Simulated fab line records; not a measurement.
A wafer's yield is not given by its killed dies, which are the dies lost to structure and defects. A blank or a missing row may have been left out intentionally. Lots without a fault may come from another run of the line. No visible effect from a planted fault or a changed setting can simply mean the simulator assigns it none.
3 desks looking at one fault :: flow nand harc :: each desk has only its own numbers; what lay behind them comes last

== DESK OF THE TOOL OWNER: lpcvd poly-04 ==
The tool's own readings at NHARC_A_CHANNEL_FILL_D1_CVD_05 (deposits poly-Si, target thk 5 nm): means of the sampled wafers that have a number, for each lot that ran on this tool. A lot is out of limits, marked OUT, if its mean lies more than 4 standard deviations from the usual mean; the brackets give that distance.
Columns: A = spike tc upper C at NHARC_A_CHANNEL_FILL_D1_CVD_05, usual 547.9 C; B = tube center temp C at NHARC_A_CHANNEL_FILL_D1_CVD_05, usual 549.99 C
lot: L350
first seen here: day 10 03:43
A: 547.4
B: 549.96

lot: L353
first seen here: day 10 13:59
A: 546.9
B: 549.97

lot: L359
first seen here: day 12 08:09
A: 547.4
B: 549.99

lot: L360
first seen here: day 12 08:09
A: 547.4
B: 549.95

lot: L361
first seen here: day 12 20:49
A: 546.6
B: 550.00
This desk's verdict: no lot among the 5 shows anything out of limits.

== METROLOGY DESK ==
Means of the sampled wafers that have a number, per lot and without regard to the tool the lot ran on: this is what the gauges read. A lot is out of limits, marked OUT, if its mean lies more than 4 standard deviations from the usual mean; the brackets give that distance.
Columns: A = thk nm at NHARC_A_CHANNEL_FILL_D1_THK_MEAS_06, usual 5.0 nm
lot: L350
first seen here: day 10 12:53
A: 4.7

lot: L352
first seen here: day 10 17:06
A: 5.2

lot: L353
first seen here: day 10 23:05
A: 5.5

lot: L357
first seen here: day 12 04:53
A: 4.6

lot: L359
first seen here: day 12 17:11
A: 5.5

lot: L360
first seen here: day 12 17:12
A: 4.6

lot: L361
first seen here: day 13 05:55
A: 7.5

lot: L364
first seen here: day 14 03:56
A: 5.2

lot: L370
first seen here: day 15 02:04
A: 4.7

lot: L372
first seen here: day 16 02:28
A: 5.5
This desk's verdict: no lot among the 10 shows anything out of limits.

== THE DEFECT DESK ==
Lot by lot, what the route's inspections counted, given as the mean of those sampled wafers with a number. A lot is out of limits, marked OUT, if its mean lies more than 4 standard deviations from the usual mean; the brackets give that distance.
Columns: A = raw defect count at NHARC_A_CHANNEL_HOLE_D1_INSPECT_40, usual 57
lot: L350
first seen here: day 8 19:19
A: 57

lot: L352
first seen here: day 9 04:14
A: 48

lot: L353
first seen here: day 9 07:29
A: 74

lot: L357
first seen here: day 10 10:58
A: 42

lot: L360
first seen here: day 11 03:47
A: 67

lot: L359
first seen here: day 11 04:33
A: 64

lot: L361
first seen here: day 11 19:31
A: 50

lot: L364
first seen here: day 12 15:14
A: 52

lot: L370
first seen here: day 13 14:08
A: 87

lot: L372
first seen here: day 14 11:46
A: 49
This desk's verdict: no lot among the 10 shows anything out of limits.

== ALL TOGETHER ==
The desk of the tool owner found nothing out of limits.
From the metrology desk's view, nothing was out of limits.
No out-of-limits result turned up at the defect desk.

== WHAT THE SIMULATOR HAD INSERTED ==
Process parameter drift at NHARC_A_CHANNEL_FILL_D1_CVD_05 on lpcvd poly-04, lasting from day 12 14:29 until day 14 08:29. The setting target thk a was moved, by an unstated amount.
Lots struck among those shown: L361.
